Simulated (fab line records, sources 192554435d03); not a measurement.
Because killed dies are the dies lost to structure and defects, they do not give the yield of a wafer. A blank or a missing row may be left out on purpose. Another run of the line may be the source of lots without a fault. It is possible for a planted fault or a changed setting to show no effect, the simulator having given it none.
Matching of chambers ; flow n5_finfet ; N5_BEOL_M1_STRIP_66 on rie_diel-01: 4 sister chambers
The step strips in CF4. 16 wafers are shown with their chamber, then 8 later ones without.

== WAFERS PAIRED WITH THEIR CHAMBERS ==
wafer;chamber;showerhead_plenum_p_Torr (Torr);throttle_valve_pct (%);oes_product_au (a.u.)
L074.2;0;1.81;13.83;0.76
L074.3;3;1.72;13.64;0.75
L074.6;3;1.72;13.65;0.75
L075.1;1;1.86;13.61;0.72
L075.3;0;1.81;13.85;0.76
L075.5;0;1.81;13.85;0.76
L077.2;2;1.83;13.56;0.81
L077.3;3;1.71;13.65;0.75
L077.6;2;1.83;13.57;0.80
L078.2;2;1.83;13.57;0.80
L078.3;0;1.81;13.87;0.75
L078.6;2;1.83;13.57;0.80
L082.1;0;1.80;13.87;0.76
L082.2;2;1.83;13.57;0.78
L082.4;3;1.71;13.69;0.74
L092.1;3;1.71;13.73;0.73

SIGNATURES, as means of the wafers listed above
reading;chamber 0;chamber 1;chamber 2;chamber 3;scatter within a chamber
showerhead_plenum_p_Torr;1.8080;1.8600;1.8300;1.7140;0.00408
throttle_valve_pct;13.8540;13.6100;13.5680;13.6720;0.0239
oes_product_au;0.7580;0.7200;0.7980;0.7440;0.00856
Rule: a wafer's distance from a chamber is the root of the sum, over the readings, of the square of ((its reading less the chamber's mean) divided by the reading's scatter). The wafer belongs to the nearest chamber; if the next one is less than 2 further off, it can't be placed. The scatter is the square root of a quotient: the sum, over the shown wafers, of each reading's squared deviation from its chamber's mean, divided by wafers minus chambers.

== WAFERS MISSING THEIR CHAMBER ==
wafer;showerhead_plenum_p_Torr (Torr);throttle_valve_pct (%);oes_product_au (a.u.)
L092.2;1.85;13.69;0.68
L092.3;1.82;13.64;0.77
L094.3;1.71;13.74;0.72
L094.5;1.84;13.68;0.68
L094.6;1.82;13.65;0.77
L097.1;1.84;13.69;0.69
L097.3;1.80;13.93;0.73
L097.6;1.84;13.68;0.69

== THE CHAMBER EACH PASSED THROUGH ==
wafer;from the rows above;in truth
L092.2;1;1
L092.3;2;2
L094.3;3;3
L094.5;1;1
L094.6;2;2
L097.1;1;1
L097.3;0;0
L097.6;1;1
8 of 8 placed correctly. Can't be placed from these rows: 0. 0 placed wrongly.
